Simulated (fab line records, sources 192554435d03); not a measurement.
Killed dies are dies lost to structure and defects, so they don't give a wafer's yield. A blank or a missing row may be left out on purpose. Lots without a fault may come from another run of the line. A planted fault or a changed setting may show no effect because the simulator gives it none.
fab line records | flow n5_finfet | part 1 of 2: steps 1 to 18 of 24
record lots=5 wafers=15 last_day=18
route steps=1938 shown BEOL_M7@1279
lots that met no fault: from a run of the same line without faults
start_h: hours from the record's first day to the start of the lot's first wafer shown | wait_h: hours since the lot's step before | " the same as in the row above | L1.1+2: a row that stands for several wafers | - no value, or no start given | * or withheld: withheld | < > ~ a bound
route shown NAME@n: a module of which the file shows steps, and the number in the route of the first | usual: mean/standard deviation of fault-free wafers | same: alike in all rows | chamber/n: place in a boat | sites: the reading at each site | _std_site: their standard deviation | _edge_site: outer sites' mean less inner sites' | radius_mm: how far each site lies from the wafer's centre | mask NAME#n: copy n | behind: the tool/chamber that last shaped the wafer | hold: why the lot was held/for how many hours/how that ended | device: the transistor (n, p or np) that didn't switch | end of line: the same wafers' tests at the end of the route | a step without rows: its recipe alone | killed: dies lost to structure and defects at the first sort, not the wafer's yield | map: a wafer's dies, x killed, . not, _ none there
set.NAME: the setting as run; set.NAME@STEP: as run at that earlier step | model.NAME: the simulator's own value behind a step, which no gauge read
lots at some steps of the route; a table a step, a row a wafer
services: from which hour (start_h, from the record's first day; less than 0 if before it) a tool's chamber was out of use, for how many hours, and why
## steps
# step N5_BEOL_M7_DESCUM_16
# recipe chemistry=O2 time_s=7.9 source_power_w=50 bias_power_w=20 pressure_mtorr=20 rf_frequency_hz=2.712e+07 temp_c=40 resist=CAR-ArF o2_flow_sccm=225
# usual drypump_motor_current_A=5.6/0.46 oes_product_au=0.81/0.098 rf_vpp_V=242.7/1.3 showerhead_plenum_p_Torr=2.06/0.066 temp_c=40.00/0.094 throttle_valve_pct=20.23/0.24
# columns lot.wafer tool chamber start_h wait_h drypump_motor_current_A oes_product_au rf_hours_counter_h rf_vpp_V showerhead_plenum_p_Torr temp_c throttle_valve_pct
L075.1 rie_diel-03 0 186.25 0.3 6.0 0.67 240 242.6 2.04 39.88 20.07
L075.2 " 2 " " 5.0 0.95 6 242.7 2.12 39.94 19.95
L075.5 " 1 " " 6.3 0.67 - 243.8 2.15 40.16 20.78
L077.4 rie_diel-04 2 203.93 0.2 6.2 0.87 54 243.2 2.12 39.84 19.95
L077.5 " 2 " " 6.2 0.87 - 243.5 2.12 39.96 19.95
L077.6 " 3 " " 5.2 0.68 - 241.1 1.98 40.13 20.26
L083.1 rie_diel-04 1 236.12 0.0 5.7 0.74 157 240.0 1.92 40.03 20.27
L083.3 " 2 " " 6.2 0.85 65 242.5 2.12 40.08 19.96
L083.4 " 1 " " 5.7 0.75 - 240.5 1.92 40.06 20.25
L092.1 rie_diel-03 1 312.61 0.1 6.3 0.86 29 243.4 2.14 39.97 20.55
L092.2 " 2 " " 5.0 0.86 51 244.1 2.11 40.12 20.01
L092.3 " 0 " " 6.0 0.94 16 242.2 2.03 39.76 19.82
L097.1 rie_diel-04 2 331.97 0.0 6.2 0.82 95 242.9 2.11 39.94 20.00
L097.4 " 1 " " 5.7 0.73 - 240.6 1.91 40.03 20.31
L097.6 " 0 " " 5.8 0.92 - 242.6 2.04 39.98 20.31
# step N5_BEOL_M7_ETCH_61
# recipe chemistry=CF4 target=SiARC target_depth_a=455 mask_material=CAR-ArF time_s=75.8 ion_energy_ev=80 pressure_mtorr=40 source_w=545 bias_w=36 Ar_flow_sccm=100 cf4_flow_sccm=100 ends=cleared
# usual drypump_motor_current_A=5.6/0.46 etch_rf_on_time_s=75.1/1.7 oes_product_au=0.69/0.083 rf_vpp_V=183.9/1.1 showerhead_plenum_p_Torr=2.12/0.069 throttle_valve_pct=15.46/0.24
# columns lot.wafer tool chamber start_h wait_h drypump_motor_current_A etch_rf_on_time_s oes_product_au rf_hours_counter_h rf_vpp_V showerhead_plenum_p_Torr throttle_valve_pct
L075.1 rie_diel-03 0 186.29 0.0 6.1 75.6 0.58 240 184.4 2.10 15.48
L075.2 " 2 " " 5.0 75.2 0.82 6 184.4 2.19 15.24
L075.5 " 1 " " 6.3 77.2 0.59 - 186.4 2.19 16.02
L077.4 rie_diel-04 2 203.96 0.0 6.2 77.4 0.73 54 184.3 2.18 15.13
L077.5 " 2 " " 6.2 77.3 0.74 - 184.4 2.18 15.13
L077.6 " 3 " " 5.1 75.3 0.59 - 183.3 2.04 15.57
L083.1 rie_diel-04 1 236.15 0.0 5.7 75.5 0.63 157 181.8 1.97 15.41
L083.3 " 2 " " 6.2 76.6 0.73 65 183.1 2.18 15.17
L083.4 " 1 " " 5.7 75.3 0.64 - 182.8 1.97 15.41
L092.1 rie_diel-03 1 312.64 0.0 6.3 73.4 0.74 29 184.0 2.18 15.62
L092.2 " 2 " " 5.0 74.5 0.74 51 184.9 2.17 15.33
L092.3 " 0 " " 6.0 71.7 0.81 16 183.2 2.09 15.03
L097.1 rie_diel-04 2 332.00 0.0 6.2 76.1 0.69 95 183.7 2.17 15.23
L097.4 " 1 " " 5.7 74.6 0.62 - 182.0 1.96 15.47
L097.6 " 0 " " 5.8 71.7 0.79 - 183.6 2.09 15.45
# step N5_BEOL_M7_ETCH_62
# recipe chemistry=N2/H2 target=SOC target_depth_a=1100 overetch_a=220 mask_material=SiARC temp_c=40 time_s=165 ion_energy_ev=200 pressure_mtorr=30 source_w=840 bias_w=150 n2_flow_sccm=200 h2_flow_sccm=200
# usual drypump_motor_current_A=5.6/0.46 oes_product_au=0.68/0.078 rf_vpp_V=523.1/2.5 showerhead_plenum_p_Torr=2.51/0.085 temp_c=40.00/0.11 throttle_valve_pct=17.69/0.25
# columns lot.wafer tool chamber start_h wait_h drypump_motor_current_A oes_product_au rf_hours_counter_h rf_vpp_V showerhead_plenum_p_Torr temp_c throttle_valve_pct
L075.1 rie_diel-03 0 186.34 0.0 6.0 0.58 240 523.0 2.50 39.95 17.59
L075.2 " 2 " " 5.1 0.80 7 526.2 2.61 40.11 17.46
L075.5 " 1 " " 6.3 0.58 - 526.1 2.61 40.04 18.24
L077.4 rie_diel-04 2 204.02 0.0 6.2 0.73 54 523.5 2.58 39.91 17.34
L077.5 " 2 " " 6.2 0.74 - 524.8 2.58 39.88 17.34
L077.6 " 3 " " 5.2 0.59 - 519.6 2.42 39.91 17.66
L083.1 rie_diel-04 1 236.21 0.0 5.7 0.64 157 518.8 2.33 40.27 17.56
L083.3 " 2 " " 6.2 0.72 65 524.1 2.57 39.93 17.35
L083.4 " 1 " " 5.7 0.63 - 518.8 2.33 40.26 17.58
L092.1 rie_diel-03 1 312.70 0.0 6.3 0.73 29 526.1 2.59 40.05 17.95
L092.2 " 2 " " 5.1 0.72 51 524.4 2.59 39.95 17.52
L092.3 " 0 " " 6.0 0.78 16 522.0 2.48 39.89 17.25
L097.1 rie_diel-04 2 332.06 0.0 6.2 0.70 95 523.3 2.56 39.98 17.40
L097.4 " 1 " " 5.7 0.60 - 519.8 2.32 39.99 17.63
L097.6 " 0 " " 5.8 0.76 - 521.5 2.49 40.17 17.82
# step N5_BEOL_M7_STRIP_68
# recipe chemistry=N2/H2 temp_c=40 n2_flow_sccm=200 h2_flow_sccm=200 rf_frequency_hz=6e+07
# columns lot.wafer tool chamber start_h wait_h
L075.1+2+5 rie_diel-03 0,2,1 186.48 0.1
L077.4+5+6 rie_diel-04 2,2,3 204.16 0.1
L083.1+3+4 rie_diel-04 1,2,1 236.35 0.1
L092.1+2+3 rie_diel-03 1,2,0 312.84 0.1
L097.1+4+6 rie_diel-04 2,1,0 332.19 0.1
# step N5_BEOL_M7_STRIP_67
# recipe chemistry=CF4 resist=SiARC power_w=300 bias_power_w=75 pressure_mtorr=50 cf4_flow_sccm=150 rf_frequency_hz=6e+07
# usual drypump_motor_current_A=5.6/0.46 oes_product_au=0.81/0.092 power_w=299.9/0.82 rf_vpp_V=270.8/1.6 showerhead_plenum_p_Torr=1.77/0.058 throttle_valve_pct=13.44/0.25
# columns lot.wafer tool chamber start_h wait_h drypump_motor_current_A oes_product_au power_w rf_hours_counter_h rf_vpp_V showerhead_plenum_p_Torr throttle_valve_pct
L075.1 rie_diel-03 0 186.49 0.0 6.1 0.68 299.9 240 270.6 1.76 13.52
L075.2 " 2 " " 5.0 0.95 299.7 7 271.7 1.84 13.25
L075.5 " 1 " " 6.3 0.69 298.9 - 272.4 1.83 14.02
L077.4 rie_diel-04 2 204.17 0.0 6.2 0.87 299.4 54 271.4 1.81 13.07
L077.5 " 2 " " 6.2 0.87 299.6 - 272.3 1.81 13.08
L077.6 " 3 " " 5.2 0.70 299.6 - 267.6 1.71 13.56
L083.1 rie_diel-04 1 236.36 0.0 5.7 0.75 299.5 157 267.7 1.65 13.40
L083.3 " 2 " " 6.2 0.85 301.6 65 273.6 1.81 13.11
L083.4 " 1 " " 5.6 0.74 300.1 - 267.7 1.65 13.38
L092.1 rie_diel-03 1 312.85 0.0 6.3 0.88 301.4 29 269.6 1.82 13.54
L092.2 " 2 " " 5.0 0.85 300.9 51 272.1 1.83 13.33
L092.3 " 0 " " 6.0 0.92 301.2 16 272.4 1.75 13.03
L097.1 rie_diel-04 2 332.20 0.0 6.2 0.81 299.3 95 272.3 1.80 13.17
L097.4 " 1 " " 5.7 0.72 298.6 - 267.6 1.64 13.46
L097.6 " 0 " " 5.8 0.89 301.4 - 270.0 1.76 13.43
# step N5_BEOL_M7_HM_OPEN_17
# recipe chemistry=Cl2/BCl3 target_depth_a=200 overetch_a=60 target=TiN mask_material=SOC ion_energy_ev=150 pressure_mtorr=10 icp_w=1000 bias_w=126 Cl2_flow_sccm=53.25 bcl3_flow_sccm=21.75 Ar_flow_sccm=25
# usual drypump_motor_current_A=5.7/0.71 oes_product_au=0.71/0.094 throttle_valve_pct=21.98/0.25
# columns lot.wafer tool chamber start_h wait_h drypump_motor_current_A oes_product_au rf_hours_counter_h throttle_valve_pct
L075.1 rie_metal-03 0 186.53 0.0 5.1 0.55 112 21.87
L075.2 " 1 " " 6.8 0.66 44 22.07
L075.5 " 0 " " 5.1 0.55 - 21.88
L077.4 rie_metal-03 0 204.24 0.1 5.0 0.54 - 21.89
L077.5 " 1 " " 6.8 0.67 - 22.08
L077.6 " 0 " " 5.0 0.54 - 21.88
L083.1 rie_metal-02 1 236.40 0.0 5.2 0.76 11 21.74
L083.3 " 0 " " 5.5 0.85 - 21.78
L083.4 " 1 " " 5.2 0.77 - 21.75
L092.1 rie_metal-02 1 312.89 0.0 5.2 0.73 18 21.76
L092.2 " 0 " " 5.5 0.79 8 21.80
L092.3 " 1 " " 5.1 0.74 - 21.76
L097.1 rie_metal-01 1 332.24 0.0 6.6 0.64 59 22.38
L097.4 " 0 " " 5.1 0.80 - 22.43
L097.6 " 1 " " 6.5 0.63 - 22.38
# step N5_BEOL_M7_STRIP_19
# recipe chemistry=O2 power_w=400 temp_c=40 pressure_mtorr=30 rf_frequency_hz=6e+07 bias_power_w=0 overash_fraction=0.2 o2_flow_sccm=225
# usual drypump_motor_current_A=5.6/0.43 oes_product_au=0.82/0.098 rf_vpp_V=3.6/0.62 showerhead_plenum_p_Torr=2.06/0.065 temp_c=39.99/0.11 throttle_valve_pct=16.47/0.23
# columns lot.wafer tool chamber start_h wait_h drypump_motor_current_A oes_product_au rf_hours_counter_h rf_vpp_V showerhead_plenum_p_Torr temp_c throttle_valve_pct
L075.1 rie_diel-03 2 186.66 0.1 5.0 0.96 7 4.9 2.13 39.99 16.20
L075.2 " 0 " " 6.0 0.68 240 3.7 2.04 39.97 16.43
L075.5 " 2 " " 5.0 0.96 - 2.8 2.13 39.85 16.21
L077.4 rie_diel-01 0 204.32 0.1 5.0 0.93 12 4.3 2.07 40.04 16.28
L077.5 " 1 " " 5.7 0.86 - 3.1 2.03 39.85 16.36
L077.6 " 0 " " 4.9 0.92 - 4.3 2.07 40.02 16.30
L083.1 rie_diel-01 2 236.51 0.1 5.2 0.78 150 2.9 2.02 39.89 16.63
L083.3 " 3 " " 5.6 0.74 170 3.9 2.17 40.13 16.49
L083.4 " 1 " " 5.8 0.84 - 4.0 2.03 39.96 16.40
L092.1 rie_diel-04 3 313.00 0.1 5.2 0.66 245 3.7 1.98 39.86 16.65
L092.2 " 0 " " 5.8 0.91 14 3.8 2.05 40.09 16.52
L092.3 " 2 " " 6.2 0.82 89 3.5 2.12 40.05 16.27
L097.1 rie_diel-03 3 332.35 0.1 5.7 0.92 14 4.5 2.06 40.07 16.46
L097.4 " 1 " " 6.3 0.86 34 3.7 2.14 40.05 16.74
L097.6 " 3 " " 5.7 0.93 - 2.8 2.06 40.19 16.46
# step N5_BEOL_M7_CD_MEAS_18
# recipe pitch_nm=80 target_cd_nm=40
# usual cd_nm=40.0/0.62
# columns lot.wafer tool chamber start_h wait_h cd_nm
L075.1 cd_sem-01 - 186.73 0.0 39.8
L075.2 " - " " 39.6
L075.5 " - " " 39.4
L077.4 cd_sem-03 - 204.39 0.1 41.3
L077.5 " - " " 41.3
L077.6 " - " " 39.5
L083.1 cd_sem-02 - 236.58 0.0 41.4
L083.3 " - " " 41.1
L083.4 " - " " 40.7
L092.1 cd_sem-03 - 313.07 0.0 40.0
L092.2 " - " " 39.0
L092.3 " - " " 40.2
L097.1 cd_sem-03 - 332.42 0.0 40.0
L097.4 " - " " 39.8
L097.6 " - " " 39.9
# step N5_BEOL_M7_COAT_63
# recipe resist=SOC temp_c=250 time_s=60 spin_rpm=1500 resist_thk_nm=60
# usual resist_line_temp_C=22.99/0.11 spin_speed_rpm=1500.1/0.86
# columns lot.wafer tool chamber start_h wait_h resist_line_temp_C spin_speed_rpm
L075.1 litho_track-02 0 189.40 2.7 22.93 1501.3
L075.2 " 0 " " 22.91 1499.7
L075.5 " 0 " " 23.05 1501.1
L077.4 litho_track-02 0 204.77 0.4 23.03 1498.9
L077.5 " 0 " " 23.03 1498.9
L077.6 " 0 " " 22.81 1501.4
L083.1 litho_track-02 0 236.67 0.1 23.19 1499.0
L083.3 " 0 " " 23.07 1498.9
L083.4 " 0 " " 23.08 1499.3
L092.1 litho_track-02 0 314.06 1.0 23.02 1499.7
L092.2 " 0 " " 23.10 1500.7
L092.3 " 0 " " 22.93 1500.1
L097.1 litho_track-02 0 332.46 0.0 22.94 1500.0
L097.4 " 0 " " 22.89 1499.5
L097.6 " 0 " " 22.90 1500.7
# step N5_BEOL_M7_COAT_64
# recipe resist=SiARC temp_c=220 time_s=60 spin_rpm=1500 resist_thk_nm=12
# usual resist_line_temp_C=22.98/0.11 spin_speed_rpm=1500.0/0.88
# columns lot.wafer tool chamber start_h wait_h resist_line_temp_C spin_speed_rpm
L075.1 litho_track-02 0 - - 23.05 1499.7
L075.2 " 0 " " 22.97 1498.7
L075.5 " 0 " " 22.98 1497.9
L077.4 litho_track-02 0 - - 23.04 1500.1
L077.5 " 0 " " 23.11 1500.7
L077.6 " 0 " " 23.08 1501.1
L083.1 litho_track-02 0 - - 22.84 1499.7
L083.3 " 0 " " 22.76 1498.6
L083.4 " 0 " " 22.98 1499.8
L092.1 litho_track-02 0 - - 23.03 1500.0
L092.2 " 0 " " 23.20 1501.1
L092.3 " 0 " " 23.06 1500.7
L097.1 litho_track-02 0 - - 22.83 1500.4
L097.4 " 0 " " 22.86 1500.8
L097.6 " 0 " " 22.82 1499.0
# step N5_BEOL_M7_COAT_71
# recipe resist=underlayer temp_c=205 time_s=60 spin_rpm=1500 resist_thk_nm=5
# usual resist_line_temp_C=22.97/0.096 spin_speed_rpm=1500.2/0.88
# columns lot.wafer tool chamber start_h wait_h resist_line_temp_C spin_speed_rpm
L075.1 litho_track-02 0 - - 22.95 1501.5
L075.2 " 0 " " 22.97 1501.5
L075.5 " 0 " " 22.78 1499.6
L077.4 litho_track-02 0 - - 23.15 1501.2
L077.5 " 0 " " 23.11 1501.0
L077.6 " 0 " " 22.98 1501.4
L083.1 litho_track-02 0 - - 22.85 1499.7
L083.3 " 0 " " 22.91 1499.1
L083.4 " 0 " " 23.03 1499.9
L092.1 litho_track-02 0 - - 22.88 1499.4
L092.2 " 0 " " 23.13 1499.8
L092.3 " 0 " " 22.96 1500.7
L097.1 litho_track-02 0 - - 22.94 1501.7
L097.4 " 0 " " 23.03 1500.4
L097.6 " 0 " " 23.12 1500.5
# step N5_BEOL_M7_COAT_22
# recipe resist=CAR-EUV spin_rpm=1500 resist_thk_nm=30
# usual resist_line_temp_C=23.01/0.11 spin_speed_rpm=1500.1/0.92
# columns lot.wafer tool chamber start_h wait_h resist_line_temp_C spin_speed_rpm
L075.1 litho_track-02 0 - - 23.17 1501.9
L075.2 " 0 " " 23.21 1499.5
L075.5 " 0 " " 23.20 1499.9
L077.4 litho_track-02 0 - - 23.11 1500.3
L077.5 " 0 " " 22.95 1501.3
L077.6 " 0 " " 23.10 1500.4
L083.1 litho_track-02 0 - - 22.99 1499.4
L083.3 " 0 " " 23.11 1498.6
L083.4 " 0 " " 23.09 1498.4
L092.1 litho_track-02 0 - - 23.05 1500.9
L092.2 " 0 " " 22.96 1499.7
L092.3 " 0 " " 23.10 1499.4
L097.1 litho_track-02 0 - - 23.03 1500.9
L097.4 " 0 " " 23.03 1497.4
L097.6 " 0 " " 23.02 1500.5
# step N5_BEOL_M7_EBR_24
# recipe solvent=PGMEA ebr_width_mm=1.5
# usual resist_line_temp_C=22.98/0.11
# columns lot.wafer tool chamber start_h wait_h resist_line_temp_C
L075.1 litho_track-02 0 - - 22.98
L075.2 " 0 " " 23.04
L075.5 " 0 " " 23.00
L077.4 litho_track-02 0 - - 22.99
L077.5 " 0 " " 22.74
L077.6 " 0 " " 22.92
L083.1 litho_track-02 0 - - 22.76
L083.3 " 0 " " 22.91
L083.4 " 0 " " 22.70
L092.1 litho_track-02 0 - - 23.08
L092.2 " 0 " " 23.06
L092.3 " 0 " " 22.93
L097.1 litho_track-02 0 - - 22.97
L097.4 " 0 " " 23.11
L097.6 " 0 " " 23.09
# step N5_BEOL_M7_SOFTBAKE_23
# recipe temp_c=110 time_s=60 resist=CAR-EUV
# usual resist_line_temp_C=22.96/0.11
# columns lot.wafer tool chamber start_h wait_h resist_line_temp_C
L075.1 litho_track-02 0 - - 22.93
L075.2 " 0 " " 23.04
L075.5 " 0 " " 22.99
L077.4 litho_track-02 0 - - 22.89
L077.5 " 0 " " 22.94
L077.6 " 0 " " 22.88
L083.1 litho_track-02 0 - - 23.02
L083.3 " 0 " " 23.00
L083.4 " 0 " " 22.89
L092.1 litho_track-02 0 - - 23.07
L092.2 " 0 " " 22.90
L092.3 " 0 " " 23.15
L097.1 litho_track-02 0 - - 22.94
L097.4 " 0 " " 23.05
L097.6 " 0 " " 23.05
# step N5_BEOL_M7_EXPOSE_25
# recipe mask_id=V6 na=0.33 source_shape=annular sigma_inner=0.4 sigma_outer=0.8 polarization=unpolarized target_cd_nm=40 dose_mj=42.5
# same sigma_inner=0.4
# columns lot.wafer tool chamber start_h wait_h mask
L075.1+2+5 euv_scanner-01 0 189.54 - V6#0
L077.4+5+6 euv_scanner-02 0 204.99 - V6#0
L083.1+3+4 euv_scanner-01 0 236.81 - V6#0
L092.1+2+3 euv_scanner-02 0 314.36 - V6#0
L097.1+4+6 euv_scanner-01 0 332.72 - V6#0
# step N5_BEOL_M7_PEB_26
# recipe peb_temp_c=100 peb_time_s=60 resist=CAR-EUV
# usual resist_line_temp_C=22.99/0.12
# columns lot.wafer tool chamber start_h wait_h resist_line_temp_C
L075.1 litho_track-04 0 189.60 0.1 22.92
L075.2 " 0 " " 22.87
L075.5 " 0 " " 22.81
L077.4 litho_track-02 0 205.04 0.0 22.96
L077.5 " 0 " " 22.96
L077.6 " 0 " " 22.96
L083.1 litho_track-01 0 236.88 0.1 23.09
L083.3 " 0 " " 23.00
L083.4 " 0 " " 23.11
L092.1 litho_track-01 0 314.43 0.1 22.67
L092.2 " 0 " " 22.61
L092.3 " 0 " " 22.70
L097.1 litho_track-01 0 332.79 0.1 23.02
L097.4 " 0 " " 23.10
L097.6 " 0 " " 23.04
# step N5_BEOL_M7_DEVELOP_27
# recipe develop_time_s=30 developer=TMAH resist=CAR-EUV rinse_liquid=surfactant_rinse dry=air_spin dev_temp_c=23
# usual resist_line_temp_C=22.99/0.11
# columns lot.wafer tool chamber start_h wait_h resist_line_temp_C
L075.1 litho_track-04 0 - - 22.88
L075.2 " 0 " " 22.93
L075.5 " 0 " " 23.05
L077.4 litho_track-02 0 - - 23.05
L077.5 " 0 " " 22.96
L077.6 " 0 " " 23.08
L083.1 litho_track-01 0 - - 22.95
L083.3 " 0 " " 22.78
L083.4 " 0 " " 22.84
L092.1 litho_track-01 0 - - 22.97
L092.2 " 0 " " 22.85
L092.3 " 0 " " 22.95
L097.1 litho_track-01 0 - - 22.91
L097.4 " 0 " " 22.98
L097.6 " 0 " " 23.07
# step N5_BEOL_M7_CD_MEAS_28
# recipe target_cd_nm=40 landing_energy_ev=500 detector=se_inlens
# usual cd_nm=39.91/0.22
# columns lot.wafer tool chamber start_h wait_h cd_nm
L075.1 cd_sem-02 0 189.67 - 39.85
L075.2 " 0 " " 39.76
L075.5 " 0 " " 39.70
L077.4 cd_sem-02 0 205.11 - 40.00
L077.5 " 0 " " 39.90
L077.6 " 0 " " 39.79
L083.1 cd_sem-01 0 236.94 - 39.83
L083.3 " 0 " " 39.71
L083.4 " 0 " " 39.67
L092.1 cd_sem-03 0 314.49 - 39.60
L092.2 " 0 " " 39.70
L092.3 " 0 " " 39.46
L097.1 cd_sem-02 0 332.85 - 40.11
L097.4 " 0 " " 39.75
L097.6 " 0 " " 39.58
